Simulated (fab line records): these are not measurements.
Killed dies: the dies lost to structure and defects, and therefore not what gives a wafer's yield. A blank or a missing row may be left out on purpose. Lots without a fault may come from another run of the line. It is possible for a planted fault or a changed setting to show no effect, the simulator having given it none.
A lot that was struck, set against a sound lot	flow nand harc	13 out of 1159 route steps
Sound: these wafers, L232.1, L232.4, L232.5. The struck wafers were L236.2, L236.3, L236.6. The cause is given at the end.
Per side, at each step with rows, come the tool, then ch with its chambers, and then its first start. Under that, the readings that differ: sound wafers	struck wafers	difference of the means	sigmas: that difference in standard deviations of wafers without a fault.
alike: readings whose means differ by less than 2 such deviations, and words and numbers that are the same on both sides. not compared: withheld readings, readings that some wafer has no value for, bounds like >300 that may hide the same value, and numbers for which the record gives no deviation and whose values overlap.
A row with sigmas, a row that says differs or no value, or rows on one side alone: a step with any of these is where the two part. When numbers do not overlap yet have no deviation, they are printed without sigmas and do not part them. A reading that every wafer of one side lacks parts them only if that side has two wafers or more.

NHARC_A_CHANNEL_FILL_D1_CMP_10: polishes, target thk 150 nm.
  sound on cmp-02 ch 2,3, day 11 11:42; struck on cmp-04 ch 0,1,2, day 12 02:30
reading	sound	struck	difference	sigmas
time to endpoint s (s)	19.1 22.9 21.4	13.7 13.1 17.8	-6.3	-2
  alike: motor current A
following that, these wafers have no rows for 1 step: NHARC_A_CHANNEL_FILL_D1_SRD_12.
NHARC_A_CHANNEL_FILL_D1_RTA_24: time 5 s.
  sound on rtp anneal-02 ch 0, day 11 12:07; struck on rtp anneal-02 ch 0, day 12 02:56
  alike: lamp power pct, lamp_zone_1_pct, wafer_temp_C_max
NHARC_A_CHANNEL_FILL_D1_INSPECT_13:
  sound on defect inspect-01, day 11 12:19; struck on defect inspect-01, day 12 03:07
  alike: raw defect count
NHARC_A_STAIRCASE_DEP_156: deposits SiNx, target thk 50 nm.
  sound on pecvd-04 ch 0,2, day 11 12:26; struck on pecvd-04 ch 0,1, day 12 03:11
  alike: heater power w
then, 5 steps without rows for these wafers: NHARC_A_STAIRCASE_DEHYDRATE_158 (time 120 s); NHARC_A_STAIRCASE_HMDS_159 (time 30 s); NHARC_A_STAIRCASE_COAT_160; NHARC_A_STAIRCASE_SOFTBAKE_161 (time 170 s); NHARC_A_STAIRCASE_EBR_162.
NHARC_A_STAIRCASE_EXPOSE_163: exposes mask STAIR OPEN.
  sound on krf scanner-04 ch 0, day 11 12:59; struck on krf scanner-04 ch 0, day 12 03:40
reading	sound	struck	difference	sigmas
exposure dose mJ cm2	20.014 20.000 20.015	31.114 31.097 31.106	+11.096	+99 or more
  alike: mask
then, 1 step without rows for these wafers: NHARC_A_STAIRCASE_PEB_164 (peb time 130 s).
NHARC_END_SORT_01:
  the record has rows for the sound wafers here (prober-02 ch 0, day 19 15:26) and none for the struck ones

WHERE THEY PART
First at NHARC_A_CHANNEL_FILL_D1_CMP_10; last, within this record, at NHARC_END_SORT_01.

WHY: what had been put in by the simulator
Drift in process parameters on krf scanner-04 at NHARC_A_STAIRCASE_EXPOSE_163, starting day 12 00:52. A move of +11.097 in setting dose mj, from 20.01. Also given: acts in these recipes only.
